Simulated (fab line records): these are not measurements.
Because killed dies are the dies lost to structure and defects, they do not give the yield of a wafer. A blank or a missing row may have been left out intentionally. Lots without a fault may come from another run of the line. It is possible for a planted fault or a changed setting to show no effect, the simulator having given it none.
fab line records -- flow n5_finfet
[record] lots = 10, wafers = 30, last_day = 21
route steps=1938 shown BEOL_M2@893 BEOL_M4@1111 PASSIVATION@1936
lots with no fault: from the same line, run without faults
start_h: hours from the record's opening day to when the first of the lot's shown wafers began -- wait_h: how many hours have passed since the lot's step before this one -- " repeats the value in the row above -- L1.1+2: one row covering several wafers at once -- - value missing, or start not given -- * or withheld: withheld -- < > ~ a bound
route shown NAME@n: a module of which the file shows steps, and the number in the route of the first -- usual: the fault-free wafers' mean and standard deviation -- same: alike in all rows -- chamber/n: place in a boat -- sites: readings site by site -- _std_site: the values' standard deviation -- _edge_site: mean of outer sites minus mean of inner sites -- radius_mm: for every site, how far away it sits from the centre of the wafer -- mask NAME#n: copy n -- behind: the most recent tool/chamber to have shaped the wafer -- hold: what put the lot on hold/how long, in hours/how the hold closed -- device: which transistor (n, p or np) failed to switch -- end of line: the route-end tests of the same wafers -- a step without rows: its recipe alone -- killed: dies lost to structure and defects at the first sort, not the wafer's yield -- map: dies across one wafer; x = killed, . = not, _ = none there
set.NAME: the setting as run; set.NAME@STEP: as run at that earlier step -- model.NAME: the simulator's own value behind a step, which no gauge read
the route's steps for a sample of lots (tables are steps, rows are wafers)
services: from which hour (start_h, from the record's first day; less than 0 if before it) a tool's chamber was out of use, for how many hours, and why
[[steps]]
[step N5_BEOL_M2_OCD_MEAS_38]
[usual] trench_depth_nm = 55.5/1.6
lot.wafer,tool,chamber,start_h,wait_h,trench_depth_nm
L425.2,ocd-01,-,155.12,-,54.2
L425.3,ocd-01,-,155.12,-,55.1
L425.4,ocd-01,-,155.12,-,56.1
L428.3,ocd-01,-,160.28,-,56.4
L428.4,ocd-01,-,160.28,-,53.8
L428.6,ocd-01,-,160.28,-,56.5
L429.1,ocd-02,-,165.15,-,57.3
L429.2,ocd-02,-,165.15,-,52.7
L429.4,ocd-02,-,165.15,-,53.7
L431.1,ocd-02,-,174.12,-,53.3
L431.4,ocd-02,-,174.12,-,57.4
L431.6,ocd-02,-,174.12,-,57.9
L438.3,ocd-02,-,225.39,-,54.3
L438.4,ocd-02,-,225.39,-,53.7
L438.6,ocd-02,-,225.39,-,53.9
L442.2,ocd-01,-,272.51,-,54.0
L442.3,ocd-01,-,272.51,-,54.5
L442.5,ocd-01,-,272.51,-,53.0
L444.3,ocd-01,-,276.40,-,53.9
L444.4,ocd-01,-,276.40,-,57.2
L444.6,ocd-01,-,276.40,-,56.2
L447.1,ocd-02,-,311.10,-,57.5
L447.3,ocd-02,-,311.10,-,56.8
L447.5,ocd-02,-,311.10,-,54.1
L446.1,ocd-01,-,313.70,-,52.6
L446.3,ocd-01,-,313.70,-,53.8
L446.6,ocd-01,-,313.70,-,54.3
L448.1,ocd-02,-,321.10,-,53.9
L448.4,ocd-02,-,321.10,-,55.8
L448.5,ocd-02,-,321.10,-,53.8
[step N5_BEOL_M2_SPUTTER_79]
[recipe] material = Cu, target_thk_a = 45, temp_c = -20, chamber_pressure_pa = 0.07, power_w = withheld, time_s = 8.29
[usual] chamber_pressure_pa = 0.07001/0.00013, chuck_gas_flow_sccm = 1.27/0.053, throttle_valve_pct = 29.5/0.87
lot.wafer,tool,chamber,start_h,wait_h,chamber_pressure_pa,chuck_gas_flow_sccm,throttle_valve_pct
L425.2,pvd_sputter-02,-,156.26,0.1,0.07002,1.28,30.2
L425.3,pvd_sputter-02,-,156.26,0.1,0.07014,1.25,29.0
L425.4,pvd_sputter-02,-,156.26,0.1,0.06995,1.19,30.2
L428.3,pvd_sputter-02,-,162.06,0.1,-,-,-
L428.4,pvd_sputter-02,-,162.06,0.1,-,-,-
L428.6,pvd_sputter-02,-,162.06,0.1,-,-,-
L429.1,pvd_sputter-02,-,166.82,0.1,-,-,-
L429.2,pvd_sputter-02,-,166.82,0.1,-,-,-
L429.4,pvd_sputter-02,-,166.82,0.1,-,-,-
L431.1,pvd_sputter-02,-,175.63,0.1,-,-,-
L431.4,pvd_sputter-02,-,175.63,0.1,-,-,-
L431.6,pvd_sputter-02,-,175.63,0.1,-,-,-
L438.3,pvd_sputter-02,-,227.99,0.1,0.07008,1.29,29.1
L438.4,pvd_sputter-02,-,227.99,0.1,0.07023,1.23,27.9
L438.6,pvd_sputter-02,-,227.99,0.1,0.07004,1.26,30.1
L442.2,pvd_sputter-02,-,274.28,0.1,0.06982,1.33,30.0
L442.3,pvd_sputter-02,-,274.28,0.1,0.06981,1.21,30.1
L442.5,pvd_sputter-02,-,274.28,0.1,0.06998,1.34,29.9
L444.3,pvd_sputter-01,-,279.94,0.1,0.06981,1.31,29.9
L444.4,pvd_sputter-01,-,279.94,0.1,0.07,1.28,29.9
L444.6,pvd_sputter-01,-,279.94,0.1,0.07001,1.34,29.7
L447.1,pvd_sputter-02,-,312.20,0.1,0.06997,1.25,29.9
L447.3,pvd_sputter-02,-,312.20,0.1,0.07016,1.32,30.3
L447.5,pvd_sputter-02,-,312.20,0.1,0.07003,1.29,30.2
L446.1,pvd_sputter-02,-,314.87,0.1,0.07018,1.32,29.2
L446.3,pvd_sputter-02,-,314.87,0.1,0.07,1.37,30.0
L446.6,pvd_sputter-02,-,314.87,0.1,0.07017,1.24,30.2
L448.1,pvd_sputter-03,-,322.92,0.1,0.06999,1.30,30.3
L448.4,pvd_sputter-03,-,322.92,0.1,0.06992,1.16,29.1
L448.5,pvd_sputter-03,-,322.92,0.1,0.07,1.31,30.6
[step N5_BEOL_M2_SPUTTER_81]
[recipe] material = Cu, target_thk_a = 45, temp_c = -20, chamber_pressure_pa = 0.07, power_w = withheld, time_s = 8.29
[usual] chamber_pressure_pa = 0.07001/0.00015, chuck_gas_flow_sccm = 1.27/0.053, throttle_valve_pct = 29.5/0.87
lot.wafer,tool,chamber,start_h,wait_h,chamber_pressure_pa,chuck_gas_flow_sccm,throttle_valve_pct
L425.2,pvd_sputter-02,-,156.48,0.1,0.07018,1.26,30.1
L425.3,pvd_sputter-02,-,156.48,0.1,0.07001,1.25,29.1
L425.4,pvd_sputter-02,-,156.48,0.1,0.07018,1.21,30.0
L428.3,pvd_sputter-02,-,162.28,0.1,0.06984,1.23,27.7
L428.4,pvd_sputter-02,-,162.28,0.1,0.06989,1.26,30.4
L428.6,pvd_sputter-02,-,162.28,0.1,0.0701,1.32,27.7
L429.1,pvd_sputter-02,-,167.04,0.1,0.07021,1.31,27.9
L429.2,pvd_sputter-02,-,167.04,0.1,0.07002,1.33,30.5
L429.4,pvd_sputter-02,-,167.04,0.1,0.06999,1.29,28.9
L431.1,pvd_sputter-02,-,175.85,0.1,0.06985,1.26,27.8
L431.4,pvd_sputter-02,-,175.85,0.1,0.0699,1.38,29.8
L431.6,pvd_sputter-02,-,175.85,0.1,0.07015,1.25,27.9
L438.3,pvd_sputter-02,-,228.21,0.1,0.06986,1.23,28.9
L438.4,pvd_sputter-02,-,228.21,0.1,0.07007,1.28,27.8
L438.6,pvd_sputter-02,-,228.21,0.1,0.07008,1.32,30.1
L442.2,pvd_sputter-02,-,274.50,0.1,0.06973,1.31,29.9
L442.3,pvd_sputter-02,-,274.50,0.1,0.06996,1.20,30.4
L442.5,pvd_sputter-02,-,274.50,0.1,0.07001,1.28,30.1
L444.3,pvd_sputter-01,-,280.16,0.1,0.07031,1.26,29.7
L444.4,pvd_sputter-01,-,280.16,0.1,0.07011,1.25,29.8
L444.6,pvd_sputter-01,-,280.16,0.1,0.07014,1.22,29.9
L447.1,pvd_sputter-02,-,312.42,0.1,0.06999,1.24,29.6
L447.3,pvd_sputter-02,-,312.42,0.1,0.06996,1.14,30.3
L447.5,pvd_sputter-02,-,312.42,0.1,0.07018,1.31,30.0
L446.1,pvd_sputter-02,-,315.09,0.1,0.07006,1.32,29.0
L446.3,pvd_sputter-02,-,315.09,0.1,0.07008,1.24,29.9
L446.6,pvd_sputter-02,-,315.09,0.1,0.06973,1.31,30.1
L448.1,pvd_sputter-03,-,323.14,0.1,0.07024,1.31,30.3
L448.4,pvd_sputter-03,-,323.14,0.1,0.07008,1.22,29.1
L448.5,pvd_sputter-03,-,323.14,0.1,0.07018,1.30,30.6
[step N5_BEOL_M2_SPUTTER_90]
[recipe] material = Cu, target_thk_a = 45, temp_c = -20, chamber_pressure_pa = 0.07, power_w = withheld, time_s = 8.29
[usual] chamber_pressure_pa = 0.07002/0.00014, chuck_gas_flow_sccm = 1.27/0.05, throttle_valve_pct = 29.5/0.89
lot.wafer,tool,chamber,start_h,wait_h,chamber_pressure_pa,chuck_gas_flow_sccm,throttle_valve_pct
L425.2,pvd_sputter-02,-,157.14,0.1,0.06981,1.22,30.0
L425.3,pvd_sputter-02,-,157.14,0.1,0.06991,1.32,29.1
L425.4,pvd_sputter-02,-,157.14,0.1,0.06991,1.29,30.0
L428.3,pvd_sputter-02,-,162.94,0.1,0.07009,1.22,27.5
L428.4,pvd_sputter-02,-,162.94,0.1,0.07033,1.26,30.1
L428.6,pvd_sputter-02,-,162.94,0.1,0.07036,1.26,27.6
L429.1,pvd_sputter-02,-,167.70,0.1,0.06997,1.25,27.7
L429.2,pvd_sputter-02,-,167.70,0.1,0.06996,1.24,30.3
L429.4,pvd_sputter-02,-,167.70,0.1,0.06992,1.32,28.9
L431.1,pvd_sputter-02,-,176.51,0.1,0.06992,1.20,27.8
L431.4,pvd_sputter-02,-,176.51,0.1,0.07,1.33,30.3
L431.6,pvd_sputter-02,-,176.51,0.1,0.06977,1.33,27.7
L438.3,pvd_sputter-02,-,228.87,0.1,0.07001,1.33,28.9
L438.4,pvd_sputter-02,-,228.87,0.1,0.06988,1.23,27.7
L438.6,pvd_sputter-02,-,228.87,0.1,0.06984,1.36,29.9
L442.2,pvd_sputter-02,-,275.16,0.1,0.07027,1.29,30.0
L442.3,pvd_sputter-02,-,275.16,0.1,0.06997,1.18,30.3
L442.5,pvd_sputter-02,-,275.16,0.1,0.07016,1.30,30.1
L444.3,pvd_sputter-01,-,280.82,0.1,0.06984,1.24,30.0
L444.4,pvd_sputter-01,-,280.82,0.1,0.07021,1.26,29.9
L444.6,pvd_sputter-01,-,280.82,0.1,0.0702,1.18,29.7
L447.1,pvd_sputter-02,-,313.08,0.1,0.07005,1.30,29.9
L447.3,pvd_sputter-02,-,313.08,0.1,0.06993,1.33,30.3
L447.5,pvd_sputter-02,-,313.08,0.1,0.07,1.31,30.1
L446.1,pvd_sputter-02,-,315.75,0.1,0.06983,1.29,29.2
L446.3,pvd_sputter-02,-,315.75,0.1,0.07021,1.26,29.7
L446.6,pvd_sputter-02,-,315.75,0.1,0.06987,1.20,30.0
L448.1,pvd_sputter-03,-,323.80,0.1,0.06983,1.33,30.3
L448.4,pvd_sputter-03,-,323.80,0.1,0.07034,1.29,29.2
L448.5,pvd_sputter-03,-,323.80,0.1,0.06999,1.34,30.8
[step N5_BEOL_M4_RC_MEAS_101]
[usual] DIBL_N = 36.3/1.9, DIBL_P = 36.6/2.4, IOFF_N = 0.17/0.037, IOFF_P = 0.23/0.04, ION_N = 682/14, ION_P = 468/8.6, SS_N = 71.6/0.67, SS_P = 73.4/0.71, VT_N = 248/3.3, VT_P = -248.9/2.9
lot.wafer,tool,chamber,start_h,wait_h,DIBL_N[mV/V],DIBL_P[mV/V],IOFF_N[nA/um],IOFF_P[nA/um],ION_N[uA/um],ION_P[uA/um],SS_N[mV/dec],SS_P[mV/dec],VT_N[mV],VT_P[mV]
L428.3,prober-01,0,199.56,0.3,32.4,33.8,0.14,0.19,693,480,70.5,72.1,248,-247.9
L428.4,prober-01,0,199.56,0.3,35.1,37.2,0.17,0.22,689,469,71.8,73.7,249,-249.8
L428.6,prober-01,0,199.56,0.3,32.7,34.3,0.13,0.19,660,456,70.1,72.4,253,-251.4
L429.1,prober-02,0,204.44,0.0,37.2,39.3,0.16,0.22,669,467,71.4,74.1,252,-252.9
L429.2,prober-02,0,204.44,0.0,40.0,41.9,0.24,0.29,693,473,72.5,74.5,244,-247.4
L429.4,prober-02,0,204.44,0.0,35.0,36.7,0.14,0.19,680,472,70.8,73.9,253,-253.2
L425.2,prober-01,0,213.68,0.2,34.6,35.2,0.14,0.17,671,456,70.7,72.3,253,-252.2
L425.3,prober-01,0,213.68,0.2,36.1,38.3,0.16,0.23,682,465,71.6,73.7,247,-250.2
L425.4,prober-01,0,213.68,0.2,36.3,37.0,0.15,0.20,672,457,71.6,73.0,250,-252.8
L431.1,prober-02,0,219.62,0.0,37.1,37.6,0.19,0.25,682,470,72.1,74.1,244,-246.7
L431.4,prober-02,0,219.62,0.0,33.7,33.6,0.13,0.19,674,470,70.5,72.3,250,-251.4
L431.6,prober-02,0,219.62,0.0,34.2,33.7,0.14,0.19,671,470,71.0,72.5,249,-250.2
L438.3,prober-02,0,286.91,0.3,33.3,30.8,0.14,0.19,660,459,71.3,72.0,252,-249.0
L438.4,prober-02,0,286.91,0.3,35.7,33.8,0.18,0.24,678,474,71.8,73.0,246,-246.6
L438.6,prober-02,0,286.91,0.3,37.1,35.7,0.20,0.27,709,488,71.4,73.6,245,-243.7
L442.2,prober-02,0,332.06,0.2,39.5,40.4,0.24,0.28,717,490,72.4,74.6,243,-248.3
L442.3,prober-02,0,332.06,0.2,35.7,33.7,0.14,0.16,691,463,71.7,72.8,251,-255.1
L442.5,prober-02,0,332.06,0.2,39.1,37.5,0.22,0.23,691,465,72.9,73.6,243,-250.1
L444.3,prober-01,0,352.17,0.3,37.1,35.5,0.17,0.25,677,473,72.8,73.9,250,-244.3
L444.4,prober-01,0,352.17,0.3,36.6,34.8,0.16,0.24,701,484,72.0,74.0,245,-246.2
L444.6,prober-01,0,352.17,0.3,38.4,37.9,0.21,0.29,707,489,72.0,74.2,246,-245.7
L447.1,prober-02,0,354.11,0.0,38.4,38.1,0.21,0.25,678,456,72.1,74.1,246,-249.8
L447.3,prober-02,0,354.11,0.0,37.6,37.3,0.19,0.23,691,466,71.6,73.4,248,-249.7
L447.5,prober-02,0,354.11,0.0,39.3,38.2,0.21,0.24,688,461,72.5,73.4,245,-248.9
L446.1,prober-02,0,356.44,0.0,33.8,34.9,0.16,0.20,699,479,70.9,73.0,246,-250.3
L446.3,prober-02,0,356.44,0.0,36.8,37.7,0.21,0.24,699,474,71.7,74.2,246,-246.6
L446.6,prober-02,0,356.44,0.0,36.8,37.2,0.22,0.24,698,472,71.5,73.2,242,-250.8
L448.1,prober-02,0,375.51,0.0,34.3,33.4,0.14,0.17,669,459,71.1,72.8,250,-252.5
L448.4,prober-02,0,375.51,0.0,34.5,34.6,0.14,0.18,678,469,70.5,73.0,250,-248.1
L448.5,prober-02,0,375.51,0.0,34.6,34.5,0.14,0.18,672,456,71.4,72.8,250,-248.1
[step N5_PASSIVATION_PROBE_49]
[usual] defect_limited_yield = 91.2/1.5, killed_at_M0_to_M3 = 35/12, killed_at_M4_up = 14/5.1, killed_at_contacts = 13/6, killed_at_front_end = 38/12, killed_at_other = 4/3.5, killed_dies = 104/18, killed_open = 68/13, killed_short = 33/8.1, sort_bin_5_function = 5.2/1, sort_bin_6_memory = 3.2/0.69, sort_bin_8_speed = 0.01/0.051, sort_n_pass = 1076/18, sort_yield_pct = 91.2/1.5
[same] gross_dies = 1180, killed_at_back_side = 0, sort_bin_4_leakage[%] = 0
lot.wafer,tool,chamber,start_h,wait_h,defect_limited_yield[%],killed_at_M0_to_M3,killed_at_M4_up,killed_at_contacts,killed_at_front_end,killed_at_other,killed_dies,killed_open,killed_short,sort_bin_5_function[%],sort_bin_6_memory[%],sort_bin_8_speed[%],sort_n_pass,sort_yield_pct[%]
L428.3,prober-01,-,317.09,0.3,91.0,53,7,9,36,1,106,81,19,5.5,3.3,0,1074,91.0
L428.4,prober-01,-,317.14,0.4,91.4,48,10,5,37,1,101,56,37,5.3,2.8,0,1079,91.4
L428.6,prober-01,-,317.24,0.5,90.5,33,9,18,50,2,112,74,33,5.1,4.2,0,1068,90.5
L429.1,prober-01,-,329.35,0.0,89.9,31,14,28,30,16,119,72,41,5.8,4.0,0,1061,89.9
L429.2,prober-01,-,329.40,0.1,91.1,41,7,19,32,6,105,62,38,4.9,3.6,0,1075,91.1
L429.4,prober-01,-,329.50,0.2,91.9,30,10,12,42,1,95,62,28,5.2,2.5,0,1085,91.9
L431.1,prober-01,-,333.30,0.0,87.8,56,27,17,43,1,144,102,38,7.9,4.0,0,1036,87.8
L431.4,prober-01,-,333.45,0.2,91.1,35,17,19,32,2,105,72,29,5.1,3.3,0,1075,91.1
L431.6,prober-01,-,333.55,0.3,92.1,23,16,14,39,1,93,63,20,4.5,2.5,0,1087,92.1
// killed by level:class
L428.3 BEOL_M3:geometric_particle:open=17 BEOL_M1:geometric_particle:open=11 FIN_SAQP:geometric_particle:open=9 STI_FIN_REVEAL:geometric_particle:open=9 BEOL_M2:geometric_particle:open=7 FIN_SAQP:geometric_particle:short=6 DUMMY_GATE:geometric_particle:open=6 MOL_CONTACT_COAG:geometric_particle:open=6
L428.4 BEOL_M0_SAQP:geometric_particle:open=14 BEOL_M0_SAQP:geometric_particle:short=13 DUMMY_GATE:geometric_particle:open=8 BEOL_M2:interface_void_opened=6 DUMMY_GATE:geometric_particle:short=5 MOL_CONTACT_COAG:geometric_particle:open=5 FIN_SAQP:geometric_particle:short=4 STI_FIN_REVEAL:geometric_particle:open=4
L428.6 FIN_SAQP:geometric_particle:open=17 MOL_CONTACT_COAG:geometric_particle:open=13 STI_FIN_REVEAL:geometric_particle:open=12 BEOL_M0_SAQP:geometric_particle:short=8 FIN_SAQP:geometric_particle:short=6 BEOL_M2:geometric_particle:open=5 MOL_CONTACT_COAG:geometric_particle:short=5 BEOL_M3:geometric_particle:open=5
L429.1 MOL_CONTACT_COAG:geometric_particle:open=20 BEOL_M1:geometric_particle:open=10 STI_FIN_REVEAL:geometric_particle:open=8 MOL_CONTACT_COAG:geometric_particle:short=8 BEOL_M2:interface_void_opened=6 FIN_SAQP:geometric_particle:open=4 STARTING-WAFER:geometric_particle:short=4 BEOL_M3:geometric_particle:open=4
L429.2 MOL_CONTACT_COAG:geometric_particle:open=17 BEOL_M3:geometric_particle:open=10 BEOL_M0_SAQP:geometric_particle:short=7 FIN_SAQP:geometric_particle:short=6 BEOL_M0_SAQP:geometric_particle:open=6 GATE_CUT:geometric_particle:short=5 BEOL_M3:geometric_particle:short=5 STI_FIN_REVEAL:geometric_particle:open=4
L429.4 BEOL_M3:geometric_particle:open=11 MOL_CONTACT_COAG:geometric_particle:open=10 STI_FIN_REVEAL:geometric_particle:open=9 GATE_CUT:geometric_particle:short=6 DUMMY_GATE:geometric_particle:open=5 BEOL_M0_SAQP:geometric_particle:open=5 BEOL_M2:interface_void_opened=5 FIN_SAQP:geometric_particle:short=4
L431.1 FIN_SAQP:geometric_particle:open=15 BEOL_M1:geometric_particle:open=15 BEOL_M4:geometric_particle:open=13 MOL_CONTACT_COAG:geometric_particle:open=12 BEOL_M0_SAQP:geometric_particle:short=8 BEOL_M2:geometric_particle:open=8 STI_FIN_REVEAL:geometric_particle:open=7 BEOL_M3:geometric_particle:open=7
L431.4 MOL_CONTACT_COAG:geometric_particle:open=14 FIN_SAQP:geometric_particle:open=10 BEOL_M0_SAQP:geometric_particle:open=8 STI_FIN_REVEAL:geometric_particle:open=7 BEOL_M2:geometric_particle:open=5 MOL_CONTACT_COAG:geometric_particle:short=5 BEOL_M4:geometric_particle:open=5 FIN_SAQP:geometric_particle:short=4
L431.6 MOL_CONTACT_COAG:geometric_particle:open=12 FIN_SAQP:geometric_particle:open=8 HKMG_FIN:area_etch=8 BEOL_M1:geometric_particle:open=6 STI_FIN_REVEAL:geometric_particle:open=6 FIN_SAQP:geometric_particle:short=5 BEOL_M4:geometric_particle:open=5 BEOL_M2:geometric_particle:open=4
[[services]]
tool,chamber,start_h,hours,kind
pvd_sputter-03,-,138.99,2.0,repair
pvd_sputter-02,-,172.82,0.6,repair
pvd_sputter-01,-,292.47,20.0,repair
[[key]]
[first_sign] step = N5_BEOL_M2_SPUTTER_79, reading = tool_record, direction = missing
effect none on later readings
met_at N5_BEOL_M2_SPUTTER_79
struck_lots L428,L429,L431
not_acting_at N5_BEOL_M2_OCD_MEAS_38,N5_BEOL_M2_SPUTTER_81,N5_BEOL_M2_SPUTTER_90
onset_between 156.26 162.06
[fault] kind = skipped_step_whole, tool = pvd_sputter-02, chamber = -, onset_h = 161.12, steps = N5_BEOL_M2_SPUTTER_79, scope = struck_lots_only
